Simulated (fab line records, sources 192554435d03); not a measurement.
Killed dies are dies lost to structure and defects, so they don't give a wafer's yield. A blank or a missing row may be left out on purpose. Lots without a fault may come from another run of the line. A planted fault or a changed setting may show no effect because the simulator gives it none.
Problem report in the 8D (eight disciplines) form, filled by code | flow n5_finfet | the parts of the form that need people (team, actions taken, sign-off) are left out
Where a reading is given only as a bound, like >300, the bound stands for it, and a mean or a difference that rests on one is marked > or <: the true number lies beyond.

1. THE PROBLEM
raw_defect_count at N5_BEOL_M12_INSPECT_30 reads a mean of >300 on 1 wafer of 1 lot; wafers without a fault read 2.1 with a standard deviation of 1.5. That is +99 or more standard deviations from the usual mean.
The step: inspects for defects (macro).
First seen on wafer L887.1, day 12 05:43, on defect_inspect-01. The record holds 27 wafers of 9 lots with a number at this step. Rule for "out", or "out of limits": more than 4 standard deviations from the usual mean. The other wafers with a number count as sound.

2. WHAT IT IS AND WHAT IT IS NOT
question                    | is                | is not
which readings at this step | raw_defect_count  | -
which lots                  | L887              | L880, L883, L892, L895, L898, L901, L902, L903
which wafers of those lots  | L887.1            | L887.5, L887.6
read on which gauges        | defect_inspect-01 | defect_inspect-02
when                        | from day 12 05:43 | up to then (8 sound wafers); but 18 sound wafers of L892, L895, L898, L901, L902, L903 came after

3. SUSPECTS, AND WHAT RULES EACH OUT
Counting: a tool at a process step up to the reading stays a suspect if it ran every lot that is out. Sound lots after the first of them don't rule it out here, since some wafers of a struck lot are sound.
- the gauge at N5_BEOL_M12_INSPECT_30: ruled out. All the wafers that are out were read on defect_inspect-01, but those of them that N5_PASSIVATION_PROBE_49 has rows for are out there too, on other tools.
- rie_diel-05 at N5_BEOL_M12_DESCUM_15 (chemistry O2, time 7.9 s): kept. It ran the lot that is out, L887 (day 12 04:50); its last sound lot up to then is L883 (day 11 23:47).
- rie_diel-05 at N5_BEOL_M12_VIA_ETCH_16 (etches SiOC in C4F8/O2/Ar, target depth 724.8 nm): kept. It ran the lot that is out, L887 (day 12 04:56); its last sound lot up to then is L883 (day 11 23:52).
- plasma_asher-01 at N5_BEOL_M12_STRIP_64 (strips in N2/H2): kept. It ran the lot that is out, L887 (day 12 05:11); its last sound lot up to then is L883 (day 12 00:08).
- Within rie_diel-05 at N5_BEOL_M12_DESCUM_15: the wafers that are out ran in chamber 3; their sound lot-mates ran in chambers 1, 2.
- Within rie_diel-05 at N5_BEOL_M12_VIA_ETCH_16: the wafers that are out ran in chamber 3; their sound lot-mates ran in chambers 1, 2.
Left after counting: rie_diel-05 at N5_BEOL_M12_DESCUM_15, rie_diel-05 at N5_BEOL_M12_VIA_ETCH_16, plasma_asher-01 at N5_BEOL_M12_STRIP_64.

4. THE CAUSE (what the simulator had put in)
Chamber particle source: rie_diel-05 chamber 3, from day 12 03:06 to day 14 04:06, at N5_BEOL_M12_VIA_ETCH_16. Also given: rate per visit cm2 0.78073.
Counting left 3 suspects, and this tool is among them.

5. THE CHAIN OF EFFECTS, in route order
Each row: a reading whose mean over the struck wafers that have a number lies more than 3 standard deviations from the usual. Only readings for which the record gives a usual standard deviation are gone through. hours: the time from each lot's start at the first step in this table that gives one to its start at this step, as a median over the lots. sigmas: the change in usual standard deviations.
hours | step                    | reading              | usual  | on struck wafers | change | sigmas
0     | N5_BEOL_M12_INSPECT_30  | raw_defect_count     | 2.1    | >300             | >+298  | +99 or more
54    | N5_PASSIVATION_PROBE_49 | defect_limited_yield | 91.6 % | 79.7             | -11.9  | -9.9
54    | N5_PASSIVATION_PROBE_49 | killed_at_M4_up      | 13     | 137              | +124   | +24
54    | N5_PASSIVATION_PROBE_49 | killed_dies          | 99     | 239              | +140   | +9.3
54    | N5_PASSIVATION_PROBE_49 | sort_bin_5_function  | 4.9 %  | 12.9             | +8.0   | +10
54    | N5_PASSIVATION_PROBE_49 | sort_n_pass          | 1081   | 941              | -140   | -9.3
54    | N5_PASSIVATION_PROBE_49 | sort_yield_pct       | 91.6 % | 79.7             | -11.9  | -9.9
The process steps in it:
- N5_PASSIVATION_PROBE_49

6. WHAT WOULD HAVE CAUGHT IT SOONER
In this record the first reading out of limits at a measuring or inspecting step was taken at day 12 05:43, 3 hours after the fault began at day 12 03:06.
Of the tool readings at N5_BEOL_M12_VIA_ETCH_16 for which the record gives a usual standard deviation, none was out on any struck wafer, so an alarm limit of 4 standard deviations on them would not have fired.
All the lots that are out (1) had begun N5_BEOL_M12_VIA_ETCH_16 on rie_diel-05 by day 12 05:43. A hold on the tool at that time would have spared none of them.
